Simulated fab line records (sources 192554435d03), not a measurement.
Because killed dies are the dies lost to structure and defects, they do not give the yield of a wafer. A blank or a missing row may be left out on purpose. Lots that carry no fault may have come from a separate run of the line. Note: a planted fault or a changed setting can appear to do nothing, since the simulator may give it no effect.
fab line records	flow n5_finfet
record lots=7	wafers=21
route steps=1938 shown BEOL_M5@1123 BEOL_M7@1263
start_h: start of the lot's first displayed wafer, in hours after the record's first day	wait_h: hours since the lot's step before	" same as the row above	L1.1+2: several wafers, shown together as one row	- no value, or no start was given	* or withheld: withheld	< > ~ a bound
route shown NAME@n: a module of which the file shows steps, and the number in the route of the first	usual: mean/standard deviation of fault-free wafers	same: alike in all rows	chamber/n: place in a boat	sites: readings site by site	_std_site: the values' standard deviation	_edge_site: outer sites' mean less inner sites'	radius_mm: how far each site lies from the wafer's centre	mask NAME#n: copy n	behind: tool/chamber where the wafer was last shaped	hold: reason for holding the lot/hours on hold/outcome of the hold	device: names the non-switching transistor (n, p or np)	end of line: the route-end tests of the same wafers	where a step has no rows: the recipe by itself	killed: the dies lost at the first sort to structure and to defects; this is not the yield of the wafer	map: shows each die of a wafer: x if killed, . if not, _ if none is there
set.NAME: setting as actually run; set.NAME@STEP: the setting as run at that earlier step	model.NAME: the simulator's own value behind a step, which no gauge read
lots with deliberately changed settings; one table per step, one row per wafer
## steps
# step N5_BEOL_M5_EXPOSE_08
# recipe mask_id=M5	na=0.33	source_shape=annular	sigma_inner=0.4	sigma_outer=0.8	polarization=unpolarized	target_cd_nm=28	dose_mj=35.75
lot.wafer	tool	chamber	start_h	wait_h	mask	set.dose_mj
L074.1+5	euv_scanner-02	0	207.50	-	M5#0	35.75
L074.3	"	0	"	"	M5#0	34.23
L083.2	euv_scanner-01	0	263.91	-	M5#0	35.75
L083.4+5	"	0	"	"	M5#0	34.74
L087.2+3	euv_scanner-01	0	273.42	-	M5#0	35.75
L087.5	"	0	"	"	M5#0	36.67
L086.4	euv_scanner-02	0	273.74	-	M5#0	37.25
L086.5+6	"	0	"	"	M5#0	35.75
L091.1+3+4	euv_scanner-01	0	306.58	-	M5#0	35.75
L093.2	euv_scanner-02	0	324.03	-	M5#0	35.75
L093.5+6	"	0	"	"	M5#0	37.21
L097.1+2+6	euv_scanner-02	0	343.48	-	M5#0	35.75
# step N5_BEOL_M5_PEB_09
# recipe peb_temp_c=100	peb_time_s=60	resist=CAR-EUV
# step N5_BEOL_M5_DEVELOP_10
# recipe develop_time_s=30	developer=TMAH	resist=CAR-EUV	rinse_liquid=surfactant_rinse	dry=air_spin	dev_temp_c=23
lot.wafer	tool	chamber	start_h	wait_h	set.spin_rpm@BEOL_M5_COAT_05	model.CAR-EUV_of_BEOL_M5_COAT_05.thk_nm
L074.1+3	litho_track-03	0	-	-	1500	29.6
L074.5	"	0	"	"	1560	28.8
L083.2+5	litho_track-04	0	-	-	1500	29.6
L083.4	"	0	"	"	1629	28.4
L087.2	litho_track-02	0	-	-	1500	29.4
L087.3+5	"	0	"	"	1426	30.2
L086.4+5	litho_track-03	0	-	-	1500	29.6
L086.6	"	0	"	"	1622	28.4
L091.1+4	litho_track-04	0	-	-	1412	30.4
L091.3	"	0	"	"	1500	29.6
L093.2+5	litho_track-04	0	-	-	1500	29.4
L093.6	"	0	"	"	1339	31.2
L097.1+2+6	litho_track-03	0	-	-	1500	29.6
# step N5_BEOL_M5_CD_MEAS_11
# recipe target_cd_nm=27.74	landing_energy_ev=500	detector=se_inlens
# usual cd_nm=28.05/0.27
lot.wafer	tool	chamber	start_h	wait_h	set.dose_mj@BEOL_M5_EXPOSE_08	cd_nm
L074.1	cd_sem-02	0	207.62	-	35.75	28.08
L074.3	"	0	"	"	34.23	26.91
L074.5	"	0	"	"	35.75	28.09
L083.2	cd_sem-03	0	264.03	-	35.75	27.85
L083.4	"	0	"	"	34.74	27.45
L083.5	"	0	"	"	34.74	27.67
L087.2	cd_sem-02	0	273.54	-	35.75	27.58
L087.3	"	0	"	"	35.75	27.57
L087.5	"	0	"	"	36.67	28.12
L086.4	cd_sem-03	0	273.86	-	37.25	28.98
L086.5	"	0	"	"	35.75	28.04
L086.6	"	0	"	"	35.75	27.95
L091.1	cd_sem-01	0	306.71	-	35.75	28.48
L091.3	"	0	"	"	35.75	28.26
L091.4	"	0	"	"	35.75	28.67
L093.2	cd_sem-02	0	324.15	-	35.75	28.11
L093.5	"	0	"	"	37.21	28.95
L093.6	"	0	"	"	37.21	28.91
L097.1	cd_sem-02	0	343.60	-	35.75	27.79
L097.2	"	0	"	"	35.75	28.06
L097.6	"	0	"	"	35.75	27.99
# step N5_BEOL_M5_DESCUM_16
# recipe chemistry=O2	time_s=7	source_power_w=50	bias_power_w=20	pressure_mtorr=20	rf_frequency_hz=2.712e+07	temp_c=40	resist=CAR-EUV	o2_flow_sccm=225
lot.wafer	tool	chamber	start_h	wait_h	set.dose_mj@BEOL_M5_EXPOSE_08	model.BEOL_M5.cd_nm
L074.1	rie_diel-02	0	207.75	0.0	35.75	28.2
L074.3	"	3	"	"	34.23	26.8
L074.5	"	3	"	"	35.75	28
L083.2	rie_diel-01	2	264.15	0.0	35.75	27.8
L083.4	"	0	"	"	34.74	27.6
L083.5	"	3	"	"	34.74	27.4
L087.2	rie_diel-02	3	273.67	0.0	35.75	27.6
L087.3	"	1	"	"	35.75	27.8
L087.5	"	2	"	"	36.67	28.6
L086.4	rie_diel-05	3	273.98	0.0	37.25	29
L086.5	"	3	"	"	35.75	27.8
L086.6	"	2	"	"	35.75	28.2
L091.1	rie_diel-01	0	306.94	0.1	35.75	28.6
L091.3	"	2	"	"	35.75	28.2
L091.4	"	1	"	"	35.75	28
L093.2	rie_diel-05	3	324.27	0.0	35.75	28
L093.5+6	"	3,1	"	"	37.21	29
L097.1+6	rie_diel-02	1	343.73	0.0	35.75	28
L097.2	"	3	"	"	35.75	27.8
# step N5_BEOL_M5_ETCH_72
# recipe chemistry=N2/H2	target=underlayer	target_depth_a=65	mask_material=CAR-EUV	time_s=5.2	ion_energy_ev=200	pressure_mtorr=30	source_w=840	bias_w=150	n2_flow_sccm=200	h2_flow_sccm=200	ends=cleared
# step N5_BEOL_M5_ETCH_61
# recipe chemistry=CF4	target=SiARC	target_depth_a=156	mask_material=CAR-EUV	time_s=26	ion_energy_ev=80	pressure_mtorr=40	source_w=545	bias_w=36	Ar_flow_sccm=100	cf4_flow_sccm=100	ends=cleared
# step N5_BEOL_M5_ETCH_62
# recipe chemistry=N2/H2	target=SOC	target_depth_a=750	overetch_a=150	mask_material=SiARC	temp_c=40	time_s=112.5	ion_energy_ev=200	pressure_mtorr=30	source_w=840	bias_w=150	n2_flow_sccm=200	h2_flow_sccm=200
lot.wafer	tool	chamber	start_h	wait_h	set.dose_mj@BEOL_M5_EXPOSE_08	model.BEOL_M5.cd_nm
L074.1+5	rie_diel-02	0,3	207.83	0.0	35.75	28
L074.3	"	3	"	"	34.23	27
L083.2	rie_diel-01	2	264.23	0.0	35.75	27.8
L083.4	"	0	"	"	34.74	27.8
L083.5	"	3	"	"	34.74	27.4
L087.2+3	rie_diel-02	3,1	273.74	0.0	35.75	27.8
L087.5	"	2	"	"	36.67	28.2
L086.4	rie_diel-05	3	274.06	0.0	37.25	29
L086.5	"	3	"	"	35.75	27.8
L086.6	"	2	"	"	35.75	28.2
L091.1	rie_diel-01	0	307.02	0.0	35.75	28.4
L091.3	"	2	"	"	35.75	28.6
L091.4	"	1	"	"	35.75	28.2
L093.2	rie_diel-05	3	324.35	0.0	35.75	28
L093.5	"	3	"	"	37.21	28.8
L093.6	"	1	"	"	37.21	29
L097.1+2+6	rie_diel-02	1,3,1	343.81	0.0	35.75	28
# step N5_BEOL_M5_STRIP_63
# recipe chemistry=N2/H2	temp_c=40	n2_flow_sccm=200	h2_flow_sccm=200	rf_frequency_hz=6e+07
# step N5_BEOL_M5_STRIP_73
# recipe chemistry=N2/H2	temp_c=40	n2_flow_sccm=200	h2_flow_sccm=200	rf_frequency_hz=6e+07
# step N5_BEOL_M5_STRIP_64
# recipe chemistry=CF4	resist=SiARC	power_w=300	bias_power_w=75	pressure_mtorr=50	cf4_flow_sccm=150	rf_frequency_hz=6e+07
# step N5_BEOL_M5_HM_OPEN_17
# recipe chemistry=Cl2/BCl3	target_depth_a=200	overetch_a=60	target=TiN	mask_material=SOC	ion_energy_ev=150	pressure_mtorr=10	icp_w=1000	bias_w=126	Cl2_flow_sccm=53.25	bcl3_flow_sccm=21.75	Ar_flow_sccm=25
lot.wafer	tool	chamber	start_h	wait_h	set.dose_mj@BEOL_M5_EXPOSE_08	model.BEOL_M5.cd_nm
L074.1	rie_metal-03	1	207.99	0.0	35.75	28.2
L074.3	"	0	"	"	34.23	27
L074.5	"	0	"	"	35.75	28
L083.2	rie_metal-03	0	264.40	0.0	35.75	28
L083.4	"	1	"	"	34.74	27.6
L083.5	"	0	"	"	34.74	27.4
L087.2+3	rie_metal-01	1,0	273.91	0.0	35.75	27.8
L087.5	"	1	"	"	36.67	28.2
L086.4	rie_metal-02	1	274.25	0.1	37.25	29
L086.5	"	1	"	"	35.75	27.8
L086.6	"	0	"	"	35.75	28.2
L091.1	rie_metal-02	0	307.18	0.0	35.75	28.4
L091.3	"	0	"	"	35.75	28.6
L091.4	"	1	"	"	35.75	28.2
L093.2	rie_metal-02	0	324.56	0.1	35.75	28
L093.5	"	0	"	"	37.21	28.6
L093.6	"	0	"	"	37.21	29
L097.1+2+6	rie_metal-01	0,1,1	343.97	0.0	35.75	28
# step N5_BEOL_M5_STRIP_19
# recipe chemistry=O2	power_w=400	temp_c=40	pressure_mtorr=30	rf_frequency_hz=6e+07	bias_power_w=0	overash_fraction=0.2	o2_flow_sccm=225
# step N5_BEOL_M5_CD_MEAS_18
# recipe pitch_nm=56	target_cd_nm=28
# usual cd_nm=28.1/0.36
lot.wafer	tool	chamber	start_h	wait_h	set.dose_mj@BEOL_M5_EXPOSE_08	cd_nm
L074.1	cd_sem-03	-	208.17	0.0	35.75	28.1
L074.3	"	-	"	"	34.23	26.8
L074.5	"	-	"	"	35.75	27.9
L083.2	cd_sem-02	-	264.72	0.1	35.75	28.4
L083.4	"	-	"	"	34.74	27.7
L083.5	"	-	"	"	34.74	27.4
L087.2	cd_sem-02	-	274.12	0.1	35.75	27.5
L087.3	"	-	"	"	35.75	28.0
L087.5	"	-	"	"	36.67	28.3
L086.4	cd_sem-02	-	274.41	0.1	37.25	28.9
L086.5	"	-	"	"	35.75	27.8
L086.6	"	-	"	"	35.75	28.2
L091.1	cd_sem-03	-	307.47	0.0	35.75	28.6
L091.3	"	-	"	"	35.75	28.5
L091.4	"	-	"	"	35.75	28.4
L093.2	cd_sem-01	-	324.81	0.1	35.75	28.1
L093.5	"	-	"	"	37.21	28.5
L093.6	"	-	"	"	37.21	29.0
L097.1	cd_sem-02	-	344.15	0.0	35.75	28.2
L097.2	"	-	"	"	35.75	28.2
L097.6	"	-	"	"	35.75	28.0
# step N5_BEOL_M5_COAT_65
# recipe resist=SOC	temp_c=250	time_s=60	spin_rpm=1500	resist_thk_nm=60
# step N5_BEOL_M5_COAT_66
# recipe resist=SiARC	temp_c=220	time_s=60	spin_rpm=1500	resist_thk_nm=12
# step N5_BEOL_M5_PRECLEAN_42
# recipe chemistry=residue_remover	time_s=60	temp_c=40
# step N5_BEOL_M5_SRD_43
# recipe time_s=30	temp_c=23	rinse_liquid=diw	dry=ipa_marangoni
# step N5_BEOL_M5_CD_MEAS_35
# recipe target_cd_nm=28	target_cd_y_nm=24	polarity=opening
# usual cd_nm=28.1/0.36
lot.wafer	tool	chamber	start_h	wait_h	set.dose_mj@BEOL_M5_EXPOSE_08	cd_nm
L074.1	cd_sem-01	-	213.26	0.0	35.75	28.4
L074.3	"	-	"	"	34.23	27.0
L074.5	"	-	"	"	35.75	28.1
L083.2	cd_sem-03	-	267.04	0.0	35.75	28.2
L083.4	"	-	"	"	34.74	27.5
L083.5	"	-	"	"	34.74	27.8
L087.2	cd_sem-03	-	276.07	0.0	35.75	27.7
L087.3	"	-	"	"	35.75	28.1
L087.5	"	-	"	"	36.67	28.3
L086.4	cd_sem-02	-	276.28	0.0	37.25	29.3
L086.5	"	-	"	"	35.75	28.1
L086.6	"	-	"	"	35.75	28.1
L091.1	cd_sem-02	-	312.32	0.0	35.75	28.9
L091.3	"	-	"	"	35.75	28.9
L091.4	"	-	"	"	35.75	28.2
L093.2	cd_sem-01	-	326.44	0.0	35.75	27.8
L093.5	"	-	"	"	37.21	28.8
L093.6	"	-	"	"	37.21	28.7
L097.1	cd_sem-02	-	345.92	0.0	35.75	28.5
L097.2	"	-	"	"	35.75	28.3
L097.6	"	-	"	"	35.75	27.9
# step N5_BEOL_M5_SPUTTER_83
# recipe material=Cu	target_thk_a=150	temp_c=-20	chamber_pressure_pa=0.07	power_w=withheld	time_s=27.62
lot.wafer	tool	chamber	start_h	wait_h	set.time_s	model.Cu_of_BEOL_M5_SPUTTER_83.thk_nm
L074.1+5	pvd_sputter-03	-	216.73	0.5	27.62	15
L074.3	"	-	"	"	24.32	13.2
L083.2	pvd_sputter-03	-	270.36	0.5	27.62	15
L083.4+5	"	-	"	"	27.62	15.2
L087.2	pvd_sputter-01	-	280.47	0.5	29.79	16.2
L087.3	"	-	"	"	27.62	15
L087.5	"	-	"	"	29.79	-
L086.4	pvd_sputter-03	-	281.29	0.5	27.62	14.8
L086.5	"	-	"	"	27.62	14.6
L086.6	"	-	"	"	31.56	17
L091.1	pvd_sputter-02	-	316.32	0.5	27.62	15
L091.3+4	"	-	"	"	27.62	14.8
L093.2	pvd_sputter-02	-	329.91	0.5	27.62	14.8
L093.5	"	-	"	"	25.38	-
L093.6	"	-	"	"	27.62	15
L097.1+2	pvd_sputter-01	-	349.63	0.5	27.62	15
L097.6	"	-	"	"	27.62	14.8
# step N5_BEOL_M7_ILD_DEP_00
# recipe material=SiCOH_lowk	target_thk_a=1797.5	temp_c=300	precursor=DEMS/porogen	pressure_torr=5	rf_w=500	time_s=33.4
lot.wafer	tool	chamber	start_h	wait_h	set.time_s	model.SiCOH_lowk_of_BEOL_M7_ILD_DEP_00.thk_nm
L074.1	pecvd-02	0	230.61	0.0	33.4	179.8
L074.3	"	0	"	"	33.4	180.6
L074.5	"	1	"	"	30.48	160.4
L083.2	pecvd-03	1	282.42	0.0	33.4	178.4
L083.4	"	2	"	"	36.57	199
L083.5	"	1	"	"	36.57	196
L086.4	pecvd-01	2	294.88	0.1	30.08	164.2
L086.5	"	1	"	"	33.4	182.8
L086.6	"	0	"	"	33.4	179.6
L087.2	pecvd-01	1	296.53	0.0	32.09	173
L087.3	"	0	"	"	33.4	177.6
L087.5	"	0	"	"	32.09	172.4
L091.1	pecvd-03	2	327.83	0.0	32.01	167.8
L091.3	"	0	"	"	32.01	170
L091.4	"	2	"	"	33.4	180
L093.2	pecvd-02	0	341.17	0.0	37.24	198.2
L093.5	"	0	"	"	37.24	201.4
L093.6	"	2	"	"	33.4	180.8
L097.1	pecvd-01	1	361.63	0.0	33.4	181.6
L097.2	"	2	"	"	33.4	180.4
L097.6	"	1	"	"	33.4	181.2
# step N5_BEOL_M7_CURE_74
# recipe temp_c=385	time_s=240	ambient=He/Ar	material=SiCOH_lowk
lot.wafer	tool	chamber	start_h	wait_h	set.time_s@BEOL_M7_ILD_DEP_00	model.SiCOH_lowk_of_BEOL_M7_ILD_DEP_00.thk_nm
L074.1	uv_cure-03	0	230.70	0.1	33.4	155
L074.3	"	0	"	"	33.4	155.6
L074.5	"	0	"	"	30.48	138.2
L083.2	uv_cure-01	2	282.84	0.4	33.4	153.8
L083.4	"	2	"	"	36.57	171.8
L083.5	"	2	"	"	36.57	169
L086.4	uv_cure-03	0	295.41	0.5	30.08	141.6
L086.5	"	0	"	"	33.4	157.6
L086.6	"	0	"	"	33.4	154.8
L087.2	uv_cure-03	1	296.75	0.2	32.09	149
L087.3	"	1	"	"	33.4	153
L087.5	"	1	"	"	32.09	148.6
L091.1	uv_cure-03	1	327.90	0.0	32.01	144.6
L091.3	"	1	"	"	32.01	146.6
L091.4	"	1	"	"	33.4	155.2
L093.2	uv_cure-02	2	341.34	0.1	37.24	171.2
L093.5	"	2	"	"	37.24	173.8
L093.6	"	2	"	"	33.4	156
L097.1	uv_cure-03	1	361.95	0.3	33.4	156.6
L097.2	"	1	"	"	33.4	155.6
L097.6	"	1	"	"	33.4	156.2
# step N5_BEOL_M7_THK_MEAS_01
# recipe reads=SiCOH_lowk_of_BEOL_M7_ILD_DEP_00
# usual M7_ILD_THK=155.0/1.9
lot.wafer	tool	chamber	start_h	wait_h	set.time_s@BEOL_M7_ILD_DEP_00	M7_ILD_THK[nm]
L074.1	film_metro-02	-	231.21	0.4	33.4	155.1
L074.3	"	-	"	"	33.4	155.7
L074.5	"	-	"	"	30.48	138.3
L083.2	film_metro-02	-	283.28	0.4	33.4	153.8
L083.4	"	-	"	"	36.57	171.7
L083.5	"	-	"	"	36.57	169.1
L086.4	film_metro-02	-	295.92	0.4	30.08	141.4
L086.5	"	-	"	"	33.4	157.6
L086.6	"	-	"	"	33.4	154.8
L087.2	film_metro-02	-	297.58	0.7	32.09	149.1
L087.3	"	-	"	"	33.4	153.1
L087.5	"	-	"	"	32.09	148.7
L091.1	film_metro-02	-	328.41	0.4	32.01	144.4
L091.3	"	-	"	"	32.01	146.6
L091.4	"	-	"	"	33.4	155.2
L093.2	film_metro-02	-	341.77	0.4	37.24	171.0
L093.5	"	-	"	"	37.24	173.8
L093.6	"	-	"	"	33.4	156.0
L097.1	film_metro-02	-	362.46	0.4	33.4	156.6
L097.2	"	-	"	"	33.4	155.5
L097.6	"	-	"	"	33.4	156.2
# step N5_BEOL_M7_COAT_59
# recipe resist=SOC	temp_c=250	time_s=60	spin_rpm=1500	resist_thk_nm=100
lot.wafer	tool	chamber	start_h	wait_h	set.spin_rpm	model.SOC_of_BEOL_M7_COAT_59.thk_nm
L074.1	litho_track-01	0	231.49	0.1	1615	96.4
L074.3+5	"	0	"	"	1500	99.8
L083.2	litho_track-04	0	284.23	0.1	1500	100.4
L083.4	"	0	"	"	1355	105.6
L083.5	"	0	"	"	1355	105.8
L086.4	litho_track-04	0	296.38	0.1	1500	99.6
L086.5	"	0	"	"	1402	103
L086.6	"	0	"	"	1500	99.8
L087.2+5	litho_track-04	0	299.01	0.1	1500	100
L087.3	"	0	"	"	1500	99.8
L091.1	litho_track-01	0	329.86	0.1	1413	103
L091.3	"	0	"	"	1413	103.2
L091.4	"	0	"	"	1500	99.8
L093.2	litho_track-04	0	342.47	0.1	1500	100.4
L093.5+6	"	0	"	"	1500	100.2
L097.1	litho_track-01	0	364.99	0.1	1500	99.8
L097.2	"	0	"	"	1500	99.6
L097.6	"	0	"	"	1500	100
# step N5_BEOL_M7_COAT_60
# recipe resist=SiARC	temp_c=220	time_s=60	spin_rpm=1500	resist_thk_nm=35
# step N5_BEOL_M7_COAT_05
# recipe resist=CAR-ArF	spin_rpm=1500	resist_thk_nm=90
# step N5_BEOL_M7_DESCUM_16
# recipe chemistry=O2	time_s=7.9	source_power_w=50	bias_power_w=20	pressure_mtorr=20	rf_frequency_hz=2.712e+07	temp_c=40	resist=CAR-ArF	o2_flow_sccm=225
# step N5_BEOL_M7_ETCH_61
# recipe chemistry=CF4	target=SiARC	target_depth_a=455	mask_material=CAR-ArF	time_s=75.8	ion_energy_ev=80	pressure_mtorr=40	source_w=545	bias_w=36	Ar_flow_sccm=100	cf4_flow_sccm=100	ends=cleared
# step N5_BEOL_M7_ETCH_62
# recipe chemistry=N2/H2	target=SOC	target_depth_a=1100	overetch_a=220	mask_material=SiARC	temp_c=40	time_s=165	ion_energy_ev=200	pressure_mtorr=30	source_w=840	bias_w=150	n2_flow_sccm=200	h2_flow_sccm=200
lot.wafer	tool	chamber	start_h	wait_h	set.spin_rpm@BEOL_M7_COAT_59	model.etch.depth_nm
L074.1	rie_diel-05	1	232.04	0.0	1615	96.36
L074.3	"	3	"	"	1500	99.86
L074.5	"	1	"	"	1500	99.88
L083.2	rie_diel-02	3	284.65	0.0	1500	100.4
L083.4	"	0	"	"	1355	105.6
L083.5	"	1	"	"	1355	105.8
L086.4	rie_diel-02	1	296.81	0.0	1500	99.7
L086.5	"	0	"	"	1402	103
L086.6	"	1	"	"	1500	99.84
L087.2	rie_diel-05	1	299.57	0.0	1500	99.94
L087.3	"	2	"	"	1500	99.88
L087.5	"	3	"	"	1500	99.97
L091.1	rie_diel-05	3	330.29	0.0	1413	103
L091.3	"	2	"	"	1413	103.2
L091.4	"	3	"	"	1500	99.8
L093.2+6	rie_diel-02	3,1	342.90	0.0	1500	100.3
L093.5	"	0	"	"	1500	100.2
L097.1	rie_diel-01	0	365.42	0.0	1500	99.75
L097.2	"	3	"	"	1500	99.6
L097.6	"	0	"	"	1500	100
# step N5_BEOL_M7_STRIP_68
# recipe chemistry=N2/H2	temp_c=40	n2_flow_sccm=200	h2_flow_sccm=200	rf_frequency_hz=6e+07
# step N5_BEOL_M7_STRIP_67
# recipe chemistry=CF4	resist=SiARC	power_w=300	bias_power_w=75	pressure_mtorr=50	cf4_flow_sccm=150	rf_frequency_hz=6e+07
# step N5_BEOL_M7_HM_OPEN_17
# recipe chemistry=Cl2/BCl3	target_depth_a=200	overetch_a=60	target=TiN	mask_material=SOC	ion_energy_ev=150	pressure_mtorr=10	icp_w=1000	bias_w=126	Cl2_flow_sccm=53.25	bcl3_flow_sccm=21.75	Ar_flow_sccm=25
lot.wafer	tool	chamber	start_h	wait_h	set.spin_rpm@BEOL_M7_COAT_59	model.SOC_of_BEOL_M7_COAT_59.thk_nm
L074.1	rie_metal-03	1	232.22	0.0	1615	88
L074.3+5	"	1	"	"	1500	91.6
L083.2	rie_metal-01	0	284.87	0.1	1500	92.4
L083.4	"	0	"	"	1355	97.6
L083.5	"	0	"	"	1355	98
L086.4	rie_metal-01	0	297.08	0.1	1500	91.6
L086.5	"	0	"	"	1402	94.8
L086.6	"	0	"	"	1500	91.8
L087.2+3	rie_metal-01	0	299.78	0.1	1500	91.8
L087.5	"	0	"	"	1500	92
L091.1	rie_metal-03	0	330.48	0.0	1413	95
L091.3	"	0	"	"	1413	95.2
L091.4	"	1	"	"	1500	91.6
L093.2+6	rie_metal-01	1	343.09	0.0	1500	92.2
L093.5	"	0	"	"	1500	92
L097.1+2	rie_metal-01	1,0	365.61	0.0	1500	91.6
L097.6	"	1	"	"	1500	91.8
# step N5_BEOL_M7_COAT_71
# recipe resist=underlayer	temp_c=205	time_s=60	spin_rpm=1500	resist_thk_nm=5
lot.wafer	tool	chamber	start_h	wait_h	set.spin_rpm
L074.1	litho_track-04	0	-	-	1500
L074.3+5	"	0	"	"	1333
L083.2+5	litho_track-01	0	-	-	1500
L083.4	"	0	"	"	1379
L086.4	litho_track-03	0	-	-	1566
L086.5+6	"	0	"	"	1500
L087.2+3+5	litho_track-03	0	-	-	1500
L091.1	litho_track-03	0	-	-	1500
L091.3+4	"	0	"	"	1422
L093.2+5+6	litho_track-04	0	-	-	1500
L097.1+2+6	litho_track-01	0	-	-	1500
## key
split step=N5_BEOL_M5_EXPOSE_08	setting=dose_mj	stated=35.75	by=wafer
response step=N5_BEOL_M5_CD_MEAS_11	reading=cd_nm	change=+0.22	per=1%	r=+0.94
response step=N5_BEOL_M5_DESCUM_16	reading=model.BEOL_M5.cd_nm	change=+0.253	per=1%	r=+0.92
response step=N5_BEOL_M5_ETCH_62	reading=model.BEOL_M5.cd_nm	change=+0.205	per=1%	r=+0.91
response step=N5_BEOL_M5_HM_OPEN_17	reading=model.BEOL_M5.cd_nm	change=+0.218	per=1%	r=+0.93
response step=N5_BEOL_M5_CD_MEAS_18	reading=cd_nm	change=+0.221	per=1%	r=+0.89
response step=N5_BEOL_M5_CD_MEAS_35	reading=cd_nm	change=+0.258	per=1%	r=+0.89
split step=N5_BEOL_M5_SPUTTER_83	setting=time_s	stated=27.62	by=wafer
response step=N5_BEOL_M5_SPUTTER_83	reading=model.Cu_of_BEOL_M5_SPUTTER_83.thk_nm	change=+0.156	per=1%	r=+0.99
split step=N5_BEOL_M7_ILD_DEP_00	setting=time_s	stated=33.4	by=wafer
response step=N5_BEOL_M7_ILD_DEP_00	reading=model.SiCOH_lowk_of_BEOL_M7_ILD_DEP_00.thk_nm	change=+1.88	per=1%	r=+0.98
response step=N5_BEOL_M7_CURE_74	reading=model.SiCOH_lowk_of_BEOL_M7_ILD_DEP_00.thk_nm	change=+1.62	per=1%	r=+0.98
response step=N5_BEOL_M7_THK_MEAS_01	reading=M7_ILD_THK	change=+1.63	per=1%	r=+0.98
split step=N5_BEOL_M7_COAT_59	setting=spin_rpm	stated=1500	by=wafer
response step=N5_BEOL_M7_COAT_59	reading=model.SOC_of_BEOL_M7_COAT_59.thk_nm	change=-0.516	per=1%	r=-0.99
response step=N5_BEOL_M7_ETCH_62	reading=model.etch.depth_nm	change=-0.516	per=1%	r=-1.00
response step=N5_BEOL_M7_HM_OPEN_17	reading=model.SOC_of_BEOL_M7_COAT_59.thk_nm	change=-0.527	per=1%	r=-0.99
split step=N5_BEOL_M7_COAT_71	setting=spin_rpm	stated=1500	by=wafer
response none in this file
split outside_this_file step=N5_BEOL_M5_COAT_05 setting=spin_rpm
# split outside_this_file: this setting was split too, and the file shows its column; the key of that split is in another file
